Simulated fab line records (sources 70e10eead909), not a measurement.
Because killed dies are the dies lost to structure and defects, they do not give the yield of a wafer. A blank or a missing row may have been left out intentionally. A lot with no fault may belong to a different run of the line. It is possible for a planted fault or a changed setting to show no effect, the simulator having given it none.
Comparing a struck lot with a sound one / flow nandHarc / 17 steps out of a route of 1159
Sound: wafers L486.2, L486.4, L486.5. The struck wafers were L496.1, L496.2, L496.3. The cause is named last.
Each step with rows lists, per side, the tool, then ch with its chambers, then its first start. Under that, the readings that differ: sound wafers / struck wafers / difference of the means / sigmas: that difference in standard deviations of wafers without a fault.
alike: readings whose means differ by less than 2 such deviations, and words and numbers that are the same on both sides. not compared: withheld readings, readings that some wafer has no value for, bounds like >300 that may hide the same value, and numbers for which the record gives no deviation and whose values overlap.
Wherever a step has rows on one side only, a row that says differs or no value, or a row with sigmas, the two part there. When numbers do not overlap yet have no deviation, they are printed without sigmas and do not part them. A reading that every wafer of one side lacks parts them only if that side has two wafers or more.

NHARC_A_WL_FILL_INSPECT_15:
  sound on defectInspect-02 at day 16 12:41; struck on defectInspect-01 at day 19 07:38
  alike: rawDefectCount
NHARC_A_CONTACT_DEP_24: deposits SiO2, target thk 500 nm.
  sound on pecvd-03 ch 0,2, day 16 12:52; struck on pecvd-02 ch 0,1,2, day 19 07:52
  alike: heaterPowerW, throttleValvePct
  not compared: sinceWetCleanH
NHARC_A_CONTACT_DEP_28: deposits aC, target thk 3600 nm.
  sound on aclDep-03 ch 0, day 16 14:25; struck on aclDep-03 ch 0, day 19 08:47
  alike: throttleValvePct
NHARC_A_CONTACT_DEP_29: deposits SiON, target thk 70 nm.
  sound on pecvd-03 ch 1,2, day 16 16:18; struck on pecvd-01 ch 0,1,2, day 19 10:59
  alike: heaterPowerW
  not compared: sinceWetCleanH
then, 7 steps without rows for these wafers: NHARC_A_CONTACT_DEHYDRATE_32 (time 120 s); NHARC_A_CONTACT_HMDS_33 (time 30 s); NHARC_A_CONTACT_COAT_34 (time 75 s); NHARC_A_CONTACT_COAT_35 (time 65 s); NHARC_A_CONTACT_COAT_36 (resist thk 90 nm); NHARC_A_CONTACT_SOFTBAKE_37 (time 55 s); NHARC_A_CONTACT_EBR_38.
NHARC_A_CONTACT_EXPOSE_39: exposes mask A CC 3.
  sound on arfiScanner-02 ch 0, day 16 16:52; struck on arfiScanner-01 ch 0, day 19 11:34
reading=exposureDoseMJCm2; sound=58.70 58.71 58.74; struck=71.83 71.83 71.93; difference=+13.15; sigmas=+99 or more
  alike: mask
then, 2 steps without rows for these wafers: NHARC_A_CONTACT_PEB_40 (peb time 65 s); NHARC_A_CONTACT_DEVELOP_41 (develop time 35 s).
NHARC_A_CONTACT_CD_MEAS_42: the cd target is 200 nm.
  sound on cdSem-01 ch 0, day 16 17:00; struck on cdSem-03 ch 0
reading=cdNm (nm); sound=200.2 200.1 199.1; struck=209.7 209.8 210.9; difference=+10.3; sigmas=+16
  not compared: hold
NHARC_A_CONTACT_OVL_MEAS_43:
  sound on overlay-01 at day 16 17:05; struck on overlay-01 at day 19 14:40
reading=hold; sound=- - -; struck=awaitDispo/2.7h/release awaitDispo/2.7h/release awaitDispo/2.7h/release; difference=no value on the sound wafers; sigmas=
  alike: overlayXNm, overlayYNm
after that, 1 step had no rows for these wafers: NHARC_END_SORT_01.

## WHERE THEY PART
At NHARC_A_CONTACT_EXPOSE_39 first; at NHARC_A_CONTACT_OVL_MEAS_43 last (within this record only).

WHY: whatever the simulator had introduced
Process parameters drifting: arfiScanner-01 at NHARC_A_CONTACT_EXPOSE_39, beginning at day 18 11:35. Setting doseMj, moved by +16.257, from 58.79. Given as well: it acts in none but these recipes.
